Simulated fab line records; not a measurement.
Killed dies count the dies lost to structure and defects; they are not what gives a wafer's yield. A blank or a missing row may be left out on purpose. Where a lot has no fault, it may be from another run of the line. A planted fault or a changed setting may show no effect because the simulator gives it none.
Chamber matching ; flow n5 finfet ; N5_PMOS_HMC_CHANNEL_EPI_HM_DEP_34 on pecvd-02 has 3 sister chambers
The step deposits SiO2 from TEOS/O2, target thk 36 nm, time 6.9 s. 3 wafers are shown with their chamber, then 7 later ones without.

## EACH WAFER AND ITS CHAMBER
wafer;chamber;throttle valve pct (%)
L085.6;0;18.8
L087.1;2;17.5
L087.3;1;18.1

## WAFERS WHOSE CHAMBER IS MISSING
wafer;throttle valve pct (%)
L087.5;18.0
L095.3;17.9
L095.4;18.1
L095.5;19.1
L096.3;17.6
L096.4;19.2
L096.5;18.8

## CHAMBER TAKEN BY EACH
wafer;from the rows above;in truth
L087.5;can't be placed: 1 or 2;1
L095.3;can't be placed: 1 or 2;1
L095.4;1;1
L095.5;0;0
L096.3;can't be placed: 2 or 1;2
L096.4;0;0
L096.5;0;0
Correct placement for 4 of the 7. Unplaceable from these rows: 3, with the true chamber sitting among the candidates in 3. Wrongly placed: 0.
How it was worked out, from the rows above alone: a wafer's distance from a chamber is the root of the sum, over the readings, of the square of ((its reading less the chamber's mean) divided by the reading's scatter). The wafer belongs to the nearest chamber; if the next one is less than 2 further off, it can't be placed. For every chamber, the mean is computed from those of its wafers that are shown. The scatter (one wafer shown for each chamber): square how far every hidden wafer sits from the nearest shown wafer, average those squares and take the square root.
